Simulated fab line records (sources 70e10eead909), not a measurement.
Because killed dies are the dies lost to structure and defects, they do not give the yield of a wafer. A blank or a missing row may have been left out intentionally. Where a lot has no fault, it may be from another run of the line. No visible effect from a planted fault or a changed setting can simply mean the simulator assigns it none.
Chamber matching -- flow nandHarc -- NHARC_P_M2_STRIP_18 on rieDiel-01 has 4 sister chambers
The step strips in N2/H2. 20 wafers are shown with their chamber, then 10 later ones without.

## WAFERS PAIRED WITH THEIR CHAMBERS
wafer,chamber,drypumpMotorCurrentA (A),oesProductAu (a.u.),rfVppV (V)
L074.1,0,6.0,0.985,89.6
L074.3,1,5.3,0.990,90.1
L074.6,1,5.4,0.993,91.5
L075.2,2,5.6,0.961,91.6
L075.4,1,5.3,0.993,90.1
L075.6,3,6.0,0.980,92.4
L077.1,0,6.0,0.991,91.2
L077.5,1,5.4,1.006,89.8
L077.6,2,5.6,0.966,90.8
L079.1,3,6.0,0.975,92.6
L079.3,2,5.6,0.967,90.8
L079.5,2,5.6,0.964,90.7
L080.4,1,5.3,1.009,91.8
L080.5,2,5.6,0.961,90.6
L080.6,1,5.4,1.014,92.4
L087.1,3,6.0,0.995,91.5
L087.5,1,5.4,0.992,90.1
L087.6,2,5.6,0.960,89.5
L086.1,2,5.6,0.968,90.1
L086.3,1,5.4,0.995,92.2

SIGNATURES, as means of the wafers listed above
reading,chamber 0,chamber 1,chamber 2,chamber 3,scatter within a chamber
drypumpMotorCurrentA,6.000,5.362,5.600,6.000,0.0342
oesProductAu,0.98800,0.99900,0.96386,0.98333,0.00746
rfVppV,90.400,91.000,90.586,92.167,0.89
Rule: distance of a wafer from a chamber = root of the sum over the readings of ((wafer's reading minus chamber's mean) / reading's scatter) squared. The wafer belongs to the nearest chamber; if the next one is less than 2 further off, it can't be placed. The scatter: take each reading less its chamber's mean, square it, sum over the shown wafers, divide by the number of wafers less the number of chambers, and take the root.

## WAFERS WHOSE CHAMBER IS MISSING
wafer,drypumpMotorCurrentA (A),oesProductAu (a.u.),rfVppV (V)
L086.5,5.4,0.997,90.2
L089.2,5.4,0.987,91.0
L089.4,6.0,0.997,90.3
L089.5,5.6,0.971,90.3
L090.2,6.0,0.998,90.1
L090.3,5.6,0.967,89.2
L090.6,5.6,0.965,90.2
L094.2,5.6,0.966,89.3
L094.3,5.4,0.997,89.9
L094.5,5.6,0.964,89.7

## WHICH CHAMBER EACH ONE RAN IN
wafer,from the rows above,in truth
L086.5,1,1
L089.2,1,1
L089.4,can't be placed: 0 or 3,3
L089.5,2,2
L090.2,can't be placed: 0 or 3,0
L090.3,2,2
L090.6,2,2
L094.2,2,2
L094.3,1,1
L094.5,2,2
Placed correctly: 8 of 10. Unplaceable from these rows: 2, with the true chamber sitting among the candidates in 2. 0 placed wrongly.
